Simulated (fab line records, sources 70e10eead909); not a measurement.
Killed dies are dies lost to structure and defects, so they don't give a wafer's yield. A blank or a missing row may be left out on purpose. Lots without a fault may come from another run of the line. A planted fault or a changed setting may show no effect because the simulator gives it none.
Which tool did it? | flow nand_harc | 23 lots, 69 wafers sampled, at 6 steps of a route of 1302

WHAT THE GAUGES READ, wafer by wafer
NHARC_A_CONTACT_CD_MEAS_69: target cd 300 nm.
lot  | measured     | on        | cd_nm (nm)
L075 | day 22 10:30 | cd_sem-01 | 299.1 299.8 299.9
L074 | day 22 12:05 | cd_sem-02 | 299.0 299.8 299.8
L076 | day 23 05:59 | cd_sem-02 | 299.1 300.1 300.3
L078 | day 23 20:26 | cd_sem-03 | 299.7 300.3 299.5
L077 | day 23 23:36 | cd_sem-01 | 299.7 300.5 300.5
L079 | day 24 09:57 | cd_sem-02 | 299.2 299.5 298.4
L081 | day 24 13:26 | cd_sem-01 | 300.1 300.7 300.4
L080 | day 24 14:48 | cd_sem-01 | 300.5 300.8 300.1
L082 | day 24 23:33 | cd_sem-03 | 301.4 300.7 300.3
L083 | day 25 15:42 | cd_sem-01 | 299.0 300.2 299.3
L084 | day 26 04:26 | cd_sem-01 | 299.8 300.7 300.7
L085 | day 26 18:59 | cd_sem-01 | 301.7 299.5 300.7
L086 | day 26 23:17 | cd_sem-02 | 299.2 300.1 300.5
L088 | day 27 14:40 | cd_sem-03 | 300.0 299.6 299.7
L087 | day 27 16:42 | cd_sem-02 | 300.6 299.4 300.6
L089 | day 27 22:15 | cd_sem-03 | 299.6 299.9 300.5
L091 | day 28 07:17 | cd_sem-01 | 299.9 298.6 299.5
L090 | day 28 08:57 | cd_sem-02 | 300.9 301.0 300.3
L093 | day 29 18:42 | cd_sem-02 | 302.3 301.9 300.3
L092 | day 30 02:48 | cd_sem-01 | 300.0 299.7 300.3
L094 | day 30 08:12 | cd_sem-03 | 299.2 299.1 299.7
L097 | day 30 23:14 | cd_sem-03 | 299.7 300.1 299.0
L095 | day 30 23:32 | cd_sem-03 | 300.2 299.4 300.5

NHARC_A_M0_INSPECT_11.
lot  | measured     | on                | raw_defect_count
L075 | day 23 05:07 | defect_inspect-02 | 79 64 76
L074 | day 23 08:04 | defect_inspect-01 | 62 59 58
L076 | day 24 01:46 | defect_inspect-02 | 30 23 23
L078 | day 24 18:42 | defect_inspect-01 | 26 37 28
L077 | day 25 03:10 | defect_inspect-01 | 176 140 135
L079 | day 25 07:22 | defect_inspect-02 | 33 33 26
L081 | day 25 09:27 | defect_inspect-02 | 73 66 49
L080 | day 25 12:26 | defect_inspect-02 | 109 112 121
L082 | day 25 18:46 | defect_inspect-02 | 118 136 133
L083 | day 26 09:59 | defect_inspect-01 | 40 38 45
L084 | day 27 00:46 | defect_inspect-02 | 79 87 64
L085 | day 27 17:22 | defect_inspect-02 | 42 43 45
L086 | day 27 18:47 | defect_inspect-01 | 107 93 89
L088 | day 28 12:53 | defect_inspect-02 | 139 152 162
L087 | day 28 14:37 | defect_inspect-01 | 72 56 53
L089 | day 28 20:03 | defect_inspect-01 | 96 90 108
L091 | day 29 01:37 | defect_inspect-01 | 109 133 114
L090 | day 29 03:13 | defect_inspect-02 | 60 61 70
L093 | day 30 13:07 | defect_inspect-02 | 70 69 79
L092 | day 30 22:31 | defect_inspect-01 | 121 136 118
L094 | day 31 05:49 | defect_inspect-02 | 99 95 87
L097 | day 31 17:58 | defect_inspect-01 | 117 102 95
L095 | day 31 19:13 | defect_inspect-01 | 40 24 26

WHICH TOOL RAN EACH LOT (tool, then ch and the chambers of the sampled wafers, then the start)
lot  | NHARC_A_CONTACT_DESCUM_74          | NHARC_A_CONTACT_ETCH_77                       | NHARC_A_CONTACT_ETCH_98                       | NHARC_A_BLC_ETCH_16
L075 | rie_diel-02 ch 0,2, day 22 10:42   | rie_diel-02 ch 2,3, day 23 01:14 or earlier   | rie_diel-06 ch 1,2, day 23 01:14 or earlier   | rie_diel-03 ch 1,2,3, day 23 01:14
L074 | rie_diel-01 ch 0,1, day 22 12:17   | rie_diel-01 ch 0,3, day 23 04:09 or earlier   | rie_diel-06 ch 0,1,3, day 23 04:09 or earlier | rie_diel-10 ch 1,2,3, day 23 04:09
L076 | rie_diel-02 ch 0,1,2, day 23 06:10 | rie_diel-02 ch 0,1,2, day 23 18:19 or earlier | rie_diel-02 ch 0,1,2, day 23 18:19            | rie_diel-10 ch 0,1,3, day 23 21:45
L078 | rie_diel-02 ch 0,1,2, day 23 20:37 | rie_diel-02 ch 0,1,3, day 24 14:39 or earlier | rie_diel-02 ch 1,2, day 24 14:39 or earlier   | rie_diel-10 ch 0,1,3, day 24 14:39
L077 | rie_diel-06 ch 0,3, day 23 23:47   | rie_diel-06 ch 0,1,2, day 24 22:47 or earlier | rie_diel-06 ch 2,3, day 24 22:47 or earlier   | rie_diel-04 ch 0,1,3, day 24 22:47
L079 | rie_diel-02 ch 0,1, day 24 10:10   | rie_diel-02 ch 0,2,3, day 25 03:00 or earlier | rie_diel-06 ch 0,1,3, day 25 03:00 or earlier | rie_diel-10 ch 2,3, day 25 03:00
L081 | rie_diel-06 ch 0,1,2, day 24 13:37 | rie_diel-06 ch 0,1,3, day 25 05:05 or earlier | rie_diel-06 ch 1,3, day 25 05:05 or earlier   | rie_diel-10 ch 0,3, day 25 05:05
L080 | rie_diel-02 ch 0,2,3, day 24 14:59 | rie_diel-02 ch 1,2,3, day 25 08:25 or earlier | rie_diel-02 ch 0,3, day 25 08:25 or earlier   | rie_diel-10 ch 0,3, day 25 08:25
L082 | rie_diel-01 ch 1,3, day 24 23:44   | rie_diel-01 ch 0,1, day 25 14:34 or earlier   | rie_diel-02 ch 2,3, day 25 14:34 or earlier   | rie_diel-10 ch 1,2, day 25 14:34
L083 | rie_diel-02 ch 1,2, day 25 15:53   | rie_diel-02 ch 1,2,3, day 26 06:12 or earlier | rie_diel-02 ch 1,2,3, day 26 06:12 or earlier | rie_diel-10 ch 0,2,3, day 26 06:12
L084 | rie_diel-01 ch 0,1,3, day 26 04:38 | rie_diel-01 ch 0,2,3, day 26 20:49 or earlier | rie_diel-06 ch 1,2,3, day 26 20:49 or earlier | rie_diel-10 ch 2,3, day 26 20:49
L085 | rie_diel-06 ch 0,1,3, day 26 19:10 | rie_diel-06 ch 1,2, day 27 12:46 or earlier   | rie_diel-06 ch 0,1, day 27 12:46 or earlier   | rie_diel-10 ch 1,2, day 27 12:46
L086 | rie_diel-06 ch 1,3, day 26 23:28   | rie_diel-06 ch 0,2, day 27 14:35 or earlier   | rie_diel-01 ch 0,1,2, day 27 14:35 or earlier | rie_diel-10 ch 1,2, day 27 14:35
L088 | rie_diel-02 ch 0,1,3, day 27 14:52 | rie_diel-02 ch 0,2,3, day 28 08:57 or earlier | rie_diel-06 ch 0,2,3, day 28 08:57 or earlier | rie_diel-10 ch 0,1,2, day 28 08:57
L087 | rie_diel-02 ch 0,1,3, day 27 16:53 | rie_diel-02 ch 0,1,3, day 28 10:41 or earlier | rie_diel-02 ch 0,1,2, day 28 10:41 or earlier | rie_diel-04 ch 0,2,3, day 28 10:41
L089 | rie_diel-06 ch 0,2,3, day 27 22:26 | rie_diel-06 ch 0,1,3, day 28 16:10 or earlier | rie_diel-06 ch 0,2,3, day 28 16:10 or earlier | rie_diel-03 ch 0,1,2, day 28 16:10
L091 | rie_diel-02 ch 2,3, day 28 07:28   | rie_diel-02 ch 0,1, day 28 21:41 or earlier   | rie_diel-02 ch 0,1,3, day 28 21:41 or earlier | rie_diel-10 ch 0,1,3, day 28 21:41
L090 | rie_diel-01 ch 0,1,3, day 28 09:08 | rie_diel-01 ch 0,1,3, day 28 23:20 or earlier | rie_diel-02 ch 1,2,3, day 28 23:20 or earlier | rie_diel-03 ch 1,2,3, day 28 23:20
L093 | rie_diel-06 ch 0,2,3, day 29 18:53 | rie_diel-06 ch 1,2,3, day 30 09:08 or earlier | rie_diel-02 ch 0,2, day 30 09:08 or earlier   | rie_diel-03 ch 0,3, day 30 09:08
L092 | rie_diel-02 ch 2,3, day 30 02:59   | rie_diel-02 ch 1,2,3, day 30 18:11 or earlier | rie_diel-06 ch 0,3, day 30 18:11 or earlier   | rie_diel-10 ch 0,2,3, day 30 18:11
L094 | rie_diel-01 ch 0,1,3, day 30 08:23 | rie_diel-01 ch 0,1,2, day 31 01:46 or earlier | rie_diel-02 ch 0,1,3, day 31 01:46 or earlier | rie_diel-03 ch 0,2,3, day 31 01:46
L097 | rie_diel-02 ch 0,1, day 30 23:26   | rie_diel-02 ch 1,3, day 31 14:05 or earlier   | rie_diel-02 ch 1,2, day 31 14:05 or earlier   | rie_diel-10 ch 0,1,2, day 31 14:05
L095 | rie_diel-01 ch 0,1,2, day 30 23:49 | rie_diel-01 ch 0,1,2, day 31 15:08 or earlier | rie_diel-02 ch 2,3, day 31 15:08 or earlier   | rie_diel-10 ch 1,2, day 31 15:08
- NHARC_A_CONTACT_DESCUM_74: chemistry O2, time 3 s.
- NHARC_A_CONTACT_ETCH_77: etches the open film in CF4/CHF3, target depth 108.9 nm, time 54.5 s.
- NHARC_A_CONTACT_ETCH_98: etches the open film in C4F6/O2, target depth 20 nm, time 10 s.
- NHARC_A_BLC_ETCH_16: etches the open film in CF4, target depth 39 nm, time 65 s.

WHAT THE TOOLS THEMSELVES READ (means of the sampled wafers that have a number; where no wafer has one, the mark that the record gives instead)
NHARC_A_CONTACT_DESCUM_74.
lot  | tool        | drypump_motor_current_A (A) | oes_product_au (a.u.) | rf_vpp_V (V) | showerhead_plenum_p_Torr (Torr) | throttle_valve_pct (%)
L075 | rie_diel-02 | 5.9                         | 1.001                 | 57.6         | 1.86                            | 11.308
L074 | rie_diel-01 | 5.9                         | 0.975                 | 58.4         | 1.93                            | 11.310
L076 | rie_diel-02 | 5.8                         | 0.990                 | 57.6         | 1.87                            | 11.310
L078 | rie_diel-02 | 5.8                         | 1.007                 | 57.8         | 1.86                            | 11.311
L077 | rie_diel-06 | 5.8                         | 1.006                 | 57.7         | 1.96                            | 11.307
L079 | rie_diel-02 | 5.8                         | 0.996                 | 57.2         | 1.87                            | 11.308
L081 | rie_diel-06 | 5.9                         | 0.999                 | 59.0         | 2.01                            | 11.323
L080 | rie_diel-02 | 5.9                         | 0.994                 | 56.9         | 1.86                            | 11.304
L082 | rie_diel-01 | 6.0                         | 0.980                 | 56.8         | 1.90                            | 11.312
L083 | rie_diel-02 | 5.8                         | 1.001                 | 56.6         | 1.78                            | 11.309
L084 | rie_diel-01 | 5.6                         | 0.985                 | 57.3         | 1.87                            | 11.314
L085 | rie_diel-06 | 6.2                         | 1.002                 | 58.2         | 1.97                            | 11.313
L086 | rie_diel-06 | 6.3                         | 1.008                 | 57.2         | 1.97                            | 11.315
L088 | rie_diel-02 | 5.9                         | 0.999                 | 57.8         | 1.86                            | 11.310
L087 | rie_diel-02 | 5.9                         | 0.989                 | 58.0         | 1.86                            | 11.308
L089 | rie_diel-06 | 5.7                         | 0.989                 | 57.1         | 1.98                            | 11.318
L091 | rie_diel-02 | 5.8                         | 0.994                 | 57.6         | 1.78                            | 11.308
L090 | rie_diel-01 | 5.5                         | 0.991                 | 58.1         | 1.86                            | 11.316
L093 | rie_diel-06 | 5.7                         | 0.989                 | 57.7         | 1.97                            | 11.312
L092 | rie_diel-02 | 5.9                         | 0.982                 | 57.9         | 1.78                            | 11.314
L094 | rie_diel-01 | 5.5                         | 0.986                 | 58.8         | 1.86                            | 11.319
L097 | rie_diel-02 | 5.8                         | 0.996                 | 57.5         | 1.86                            | 11.309
L095 | rie_diel-01 | 5.7                         | 0.993                 | 57.9         | 1.86                            | 11.311

NHARC_A_CONTACT_ETCH_77.
lot  | tool        | chf3_flow_sccm (sccm) | drypump_motor_current_A (A) | oes_product_au (a.u.) | rf_vpp_V (V) | showerhead_plenum_p_Torr (Torr) | throttle_valve_pct (%)
L075 | rie_diel-02 | 29.98                 | 5.9                         | 0.965                 | 367.8        | 1.48                            | 16.793
L074 | rie_diel-01 | 30.06                 | 5.1                         | 0.923                 | 369.1        | 1.53                            | 16.803
L076 | rie_diel-02 | 29.94                 | 5.8                         | 0.960                 | 369.3        | 1.54                            | 16.801
L078 | rie_diel-02 | 29.91                 | 5.8                         | 0.969                 | 370.5        | 1.54                            | 16.801
L077 | rie_diel-06 | 29.94                 | 5.9                         | 0.916                 | 373.0        | 1.65                            | 16.805
L079 | rie_diel-02 | 29.95                 | 5.9                         | 0.917                 | 369.3        | 1.53                            | 16.803
L081 | rie_diel-06 | 29.96                 | 6.1                         | 0.976                 | 372.4        | 1.63                            | 16.800
L080 | rie_diel-02 | 29.93                 | 5.8                         | 0.970                 | 367.2        | 1.47                            | 16.801
L082 | rie_diel-01 | 30.01                 | 5.9                         | 0.944                 | 370.4        | 1.58                            | 16.805
L083 | rie_diel-02 | 30.10                 | 5.8                         | 0.956                 | 367.0        | 1.47                            | 16.791
L084 | rie_diel-01 | 30.03                 | 5.3                         | 0.970                 | 368.1        | 1.51                            | 16.806
L085 | rie_diel-06 | 30.05                 | 5.8                         | 0.912                 | 374.2        | 1.67                            | 16.806
L086 | rie_diel-06 | 29.93                 | 5.6                         | 0.908                 | 373.2        | 1.63                            | 16.807
L088 | rie_diel-02 | 30.16                 | 5.9                         | 0.915                 | 368.8        | 1.53                            | 16.797
L087 | rie_diel-02 | 29.95                 | 5.9                         | 0.919                 | 368.7        | 1.54                            | 16.801
L089 | rie_diel-06 | 29.95                 | 6.2                         | 0.917                 | 371.9        | 1.62                            | 16.799
L091 | rie_diel-02 | 30.01                 | 5.9                         | 0.925                 | 370.3        | 1.60                            | 16.806
L090 | rie_diel-01 | 30.03                 | 5.5                         | 0.921                 | 369.3        | 1.53                            | 16.802
L093 | rie_diel-06 | 30.06                 | 6.0                         | 0.910                 | 373.1        | 1.64                            | 16.794
L092 | rie_diel-02 | 30.01                 | 5.8                         | 0.946                 | 367.0        | 1.47                            | 16.801
L094 | rie_diel-01 | 29.88                 | 5.7                         | 0.924                 | 369.6        | 1.54                            | 16.800
L097 | rie_diel-02 | 30.07                 | 5.7                         | 0.926                 | 366.3        | 1.47                            | 16.800
L095 | rie_diel-01 | 30.02                 | 5.7                         | 0.923                 | 369.8        | 1.54                            | 16.801

NHARC_A_CONTACT_ETCH_98.
lot  | tool        | drypump_motor_current_A (A) | oes_product_au (a.u.) | rf_vpp_V (V) | showerhead_plenum_p_Torr (Torr) | throttle_valve_pct (%)
L075 | rie_diel-06 | 5.8                         | 0.962                 | 552          | 4.18                            | 26.908
L074 | rie_diel-06 | 6.2                         | 0.944                 | 549          | 4.05                            | 26.893
L076 | rie_diel-02 | 5.8                         | 0.947                 | 545          | 3.83                            | 26.902
L078 | rie_diel-02 | 5.7                         | 0.975                 | 542          | 3.68                            | 26.899
L077 | rie_diel-06 | 5.5                         | 0.955                 | 551          | 4.12                            | 26.906
L079 | rie_diel-06 | 6.2                         | 0.949                 | 549          | 4.04                            | 26.907
L081 | rie_diel-06 | 6.5                         | 0.956                 | 550          | 4.09                            | 26.908
L080 | rie_diel-02 | 6.0                         | 0.996                 | 548          | 3.99                            | 26.912
L082 | rie_diel-02 | 5.9                         | 0.947                 | 542          | 3.68                            | 26.906
L083 | rie_diel-02 | 5.8                         | 0.944                 | 543          | 3.68                            | 26.898
L084 | rie_diel-06 | 6.0                         | 0.940                 | 550          | 4.09                            | 26.904
L085 | rie_diel-06 | 6.1                         | 0.938                 | 549          | 4.04                            | 26.897
L086 | rie_diel-01 | 5.7                         | 1.000                 | 545          | 3.85                            | 26.902
L088 | rie_diel-06 | 5.7                         | 0.964                 | 549          | 4.04                            | 26.907
L087 | rie_diel-02 | 5.8                         | 0.944                 | 544          | 3.82                            | 26.908
L089 | rie_diel-06 | 5.7                         | 0.943                 | 549          | 4.04                            | 26.911
L091 | rie_diel-02 | 5.9                         | 0.932                 | 545          | 3.83                            | 26.904
L090 | rie_diel-02 | 5.8                         | 0.942                 | 541          | 3.67                            | 26.894
L093 | rie_diel-02 | 5.9                         | 0.952                 | 544          | 3.81                            | 26.898
L092 | rie_diel-06 | 5.9                         | 1.010                 | 548          | 3.97                            | 26.904
L094 | rie_diel-02 | 5.9                         | 0.936                 | 544          | 3.82                            | 26.910
L097 | rie_diel-02 | 5.8                         | 0.961                 | 542          | 3.65                            | 26.894
L095 | rie_diel-02 | 5.9                         | 0.926                 | 541          | 3.67                            | 26.903

NHARC_A_BLC_ETCH_16.
lot  | tool        | drypump_motor_current_A (A) | oes_product_au (a.u.) | rf_vpp_V (V) | showerhead_plenum_p_Torr (Torr) | throttle_valve_pct (%)
L075 | rie_diel-03 | 5.9                         | 0.990                 | 152.0        | 1.77                            | 13.275
L074 | rie_diel-10 | 5.7                         | 1.014                 | 151.7        | 1.82                            | 13.290
L076 | rie_diel-10 | 5.8                         | 1.015                 | 152.5        | 1.81                            | 13.276
L078 | rie_diel-10 | 5.8                         | 1.011                 | 152.1        | 1.81                            | 13.278
L077 | rie_diel-04 | 5.9                         | 1.005                 | 150.7        | 1.76                            | 13.284
L079 | rie_diel-10 | 5.9                         | 1.013                 | 150.9        | 1.78                            | 13.280
L081 | rie_diel-10 | 6.0                         | 1.008                 | 152.0        | 1.76                            | 13.290
L080 | rie_diel-10 | 6.0                         | 1.018                 | 151.2        | 1.76                            | 13.277
L082 | rie_diel-10 | 5.7                         | 1.000                 | 151.8        | 1.78                            | 13.286
L083 | rie_diel-10 | 6.0                         | 1.016                 | 151.7        | 1.77                            | 13.287
L084 | rie_diel-10 | 5.9                         | 1.017                 | 151.2        | 1.78                            | 13.281
L085 | rie_diel-10 | 5.8                         | 1.009                 | 151.2        | 1.78                            | 13.289
L086 | rie_diel-10 | 5.6                         | 0.992                 | 152.3        | 1.83                            | 13.282
L088 | rie_diel-10 | 5.8                         | 0.995                 | 151.2        | 1.77                            | 13.285
L087 | rie_diel-04 | 5.9                         | 0.987                 | 151.7        | 1.83                            | 13.292
L089 | rie_diel-03 | 6.1                         | 0.995                 | 150.8        | 1.77                            | 13.294
L091 | rie_diel-10 | 5.8                         | 1.000                 | 151.8        | 1.81                            | 13.278
L090 | rie_diel-03 | 6.0                         | 0.994                 | 151.1        | 1.77                            | 13.288
L093 | rie_diel-03 | 5.5                         | 1.011                 | 152.3        | 1.82                            | 13.282
L092 | rie_diel-10 | 6.0                         | 1.011                 | 151.6        | 1.76                            | 13.292
L094 | rie_diel-03 | 5.9                         | 0.988                 | 150.5        | 1.80                            | 13.290
L097 | rie_diel-10 | 5.8                         | 1.001                 | 151.3        | 1.77                            | 13.280
L095 | rie_diel-10 | 5.7                         | 1.011                 | 151.8        | 1.78                            | 13.295

THE ANSWER, worked out from the rows above alone
Rule: what is usual is taken from the lots themselves. Put in order of their means at a reading, lots are off if they are a third of the lots or fewer, leave a main group of 4 or more, and stand apart from it by a gap of 3 or more times the standard deviation of the main group's means; of several such gaps the widest counts. A main group whose means are all the same, to the digits that the tables above print for the reading, isn't used. A lot without any number at a reading at which 4 lots or more have one is off too. The other lots that the step has rows for count as sound. The gauges are gone through in route order, then the tools' own readings, and for those a lot's mean is taken as printed above. The first step at which some lot is off is used, and at that step the reading that is off furthest; a lot without a number counts as furthest.
No lot is off at any reading shown: from this, nothing can be told.

WHAT THE SIMULATOR HAD PUT IN
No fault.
